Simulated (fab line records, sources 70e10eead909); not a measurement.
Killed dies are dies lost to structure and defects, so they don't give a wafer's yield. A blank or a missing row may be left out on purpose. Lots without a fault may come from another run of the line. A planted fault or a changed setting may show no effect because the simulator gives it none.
Chamber matching | flow nand_harc | NHARC_A_ONON_D1_DEP_33 on pecvd-02: 3 sister chambers
The step deposits SiO2, target thk 200 nm. 6 wafers are shown with their chamber, then 7 later ones without.

WAFERS WITH THEIR CHAMBER
wafer  | chamber | throttle_valve_pct (%) | heater_power_w (W)
L859.3 | 0       | 16.2                   | 634
L859.6 | 2       | 16.1                   | 505
L865.5 | 2       | 16.0                   | 553
L865.6 | 1       | 15.2                   | 402
L866.2 | 0       | 16.2                   | 623
L866.5 | 1       | 15.4                   | 501

WAFERS WITHOUT THEIR CHAMBER
wafer  | throttle_valve_pct (%) | heater_power_w (W)
L866.6 | 16.1                   | 636
L874.1 | 15.3                   | 487
L874.3 | 16.4                   | 692
L874.4 | 16.1                   | 706
L876.3 | 16.2                   | 487
L876.5 | 15.2                   | 536
L876.6 | 16.1                   | 515

WHICH CHAMBER EACH WENT THROUGH
wafer  | from the rows above     | in truth
L866.6 | can't be placed: 0 or 2 | 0
L874.1 | 1                       | 1
L874.3 | 0                       | 0
L874.4 | can't be placed: 0 or 2 | 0
L876.3 | can't be placed: 2 or 0 | 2
L876.5 | 1                       | 1
L876.6 | 2                       | 2
Placed correctly: 4 of 7. Can't be placed from these rows: 3 (the true chamber is among the candidates in 3). Placed wrongly: 0.
How it was worked out, from the rows above alone: a wafer's distance from a chamber is the root of the sum, over the readings, of the square of ((its reading less the chamber's mean) divided by the reading's scatter). The wafer belongs to the nearest chamber; if the next one is less than 2 further off, it can't be placed. A chamber's mean is the mean of its shown wafers. The scatter: the root of (the sum of the squares of (reading less its chamber's mean) over the shown wafers, divided by (wafers less chambers)).
